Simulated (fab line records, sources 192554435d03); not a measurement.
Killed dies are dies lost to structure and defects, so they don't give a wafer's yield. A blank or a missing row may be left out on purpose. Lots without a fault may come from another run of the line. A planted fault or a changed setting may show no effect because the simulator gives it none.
Chamber matching | flow n5_finfet | N5_BEOL_M6_CURE_74 on uv_cure-01: 3 sister chambers
The step cures SiCOH lowk, time 240 s. 3 wafers are shown with their chamber, then 10 later ones without.

WAFERS WITH THEIR CHAMBER
wafer  | chamber | wafer_temp_C_max
L082.6 | 1       | 386.9
L084.6 | 0       | 387.2
L087.4 | 2       | 387.4

WAFERS WITHOUT THEIR CHAMBER
wafer  | wafer_temp_C_max
L087.5 | 387.5
L094.1 | 387.2
L094.2 | 387.1
L094.3 | 387.9
L094.4 | 387.1
L094.5 | 386.8
L094.6 | 387.3
L096.3 | 387.8
L096.5 | 387.1
L096.6 | 388.0

WHICH CHAMBER EACH WENT THROUGH
wafer  | from the rows above          | in truth
L087.5 | can't be placed: 2 or 0 or 1 | 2
L094.1 | can't be placed: 0 or 2 or 1 | 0
L094.2 | can't be placed: 0 or 1 or 2 | 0
L094.3 | can't be placed: 2 or 0 or 1 | 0
L094.4 | can't be placed: 0 or 1 or 2 | 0
L094.5 | can't be placed: 1 or 0 or 2 | 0
L094.6 | can't be placed: 2 or 0 or 1 | 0
L096.3 | can't be placed: 2 or 0 or 1 | 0
L096.5 | can't be placed: 0 or 1 or 2 | 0
L096.6 | can't be placed: 2 or 0 or 1 | 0
Placed correctly: 0 of 10. Can't be placed from these rows: 10 (the true chamber is among the candidates in 10). Placed wrongly: 0.
How it was worked out, from the rows above alone: a wafer's distance from a chamber is the root of the sum, over the readings, of the square of ((its reading less the chamber's mean) divided by the reading's scatter). The wafer belongs to the nearest chamber; if the next one is less than 2 further off, it can't be placed. A chamber's mean is the mean of its shown wafers. The scatter: with one shown wafer a chamber, the root of the mean of the squares of how far each hidden wafer lies from its nearest shown one.
